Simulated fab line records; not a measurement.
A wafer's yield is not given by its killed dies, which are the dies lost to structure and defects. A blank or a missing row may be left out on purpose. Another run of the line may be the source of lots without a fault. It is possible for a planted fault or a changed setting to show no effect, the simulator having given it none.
The same fault as seen by 2 desks    flow nandHarc    every desk sees just its own numbers, and what lay behind them comes last

AT THE TOOL OWNER'S DESK: arfiScanner-01
The tool's own readings at NHARC_A_SLIT_EXPOSE_06 (exposes mask SLIT): means of the sampled wafers that have a number, for each lot that ran on this tool. If a lot's mean is further than 4 standard deviations from the usual mean, the lot is out of limits and carries the mark OUT (the distance appears in the brackets).
Columns: A = exposureDoseMJCm2 at NHARC_A_SLIT_EXPOSE_06, usual 60.79
lot   first seen here  A
L840  day 14 18:13     60.85
L848  day 18 15:12     56.47 (-72) OUT
L850  day 19 18:42     58.48 (-38) OUT
This desk's verdict: out of limits on L848, L850, starting with L848 at day 18 15:12 (exposureDoseMJCm2 at NHARC_A_SLIT_EXPOSE_06). L840 stayed within limits.

AT THE METROLOGY DESK
Lot by lot, what the gauges showed, no matter which tool ran the lot: averages of those sampled wafers that carry a number. If a lot's mean is further than 4 standard deviations from the usual mean, the lot is out of limits and carries the mark OUT (the distance appears in the brackets).
Columns: A = cdNm at NHARC_A_SGD_CUT_CD_MEAS_09, usual 100.0 nm; B = overlayXNm at NHARC_A_SGD_CUT_OVL_MEAS_10, usual 0.0 nm; C = overlayYNm at NHARC_A_SGD_CUT_OVL_MEAS_10, usual 0.1 nm; D = cdNm at NHARC_A_SLIT_CD_MEAS_09, usual 300.0 nm
lot   first seen here  A      B     C     D
L838  day 13 19:37     99.1   0.3   0.5   300.4
L840  day 14 09:56     100.1  0.2   0.1   299.0
L842  day 15 06:04     99.8   0.3   -1.2  299.7
L848  day 17 20:56     100.9  2.1   0.2   296.6 (-4.5) OUT
L852  day 18 05:15     100.1  0.1   -1.3  300.2
L853  day 18 17:32     100.1  0.8   -0.1  299.8
L851  day 18 18:08     100.5  -0.1  -0.6  300.9
L856  day 19 03:53     100.0  -0.8  -0.2  300.3
L850  day 19 07:10     99.5   0.0   -0.5  298.4
L858  day 19 15:53     99.9   1.0   0.2   300.6
L859  day 19 16:03     99.8   0.4   -1.2  301.2
L861  day 20 03:29     99.3   -1.2  0.7   299.0
L860  day 20 04:05     100.5  0.2   0.1   300.1
This desk's verdict: out of limits on L848, starting with L848 at day 18 15:20 (cdNm at NHARC_A_SLIT_CD_MEAS_09). L838, L840, L842, L852, L853, L851, L856, L850, L858, L859, L861, L860 stayed within limits.

BROUGHT TOGETHER
The tool owner's desk had the chance to raise an alarm at day 18 15:12 on L848, L850.
At day 18 15:20 the metrology desk could have sounded an alarm, on L848.
The metrology desk holds a record of L850, inside its limits.
On arfiScanner-01, each named lot ran NHARC_A_SLIT_EXPOSE_06.

WHAT WAS PUT IN BY THE SIMULATOR
Process parameters drifting: arfiScanner-01 at NHARC_A_SLIT_EXPOSE_06, beginning at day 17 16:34. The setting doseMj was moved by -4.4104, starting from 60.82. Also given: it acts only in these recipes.
Lots struck among those shown: L848, L850.
Counting hours from when the fault started, the first reading out of limits came at 23 for the tool owner's desk and at 23 for the metrology desk.
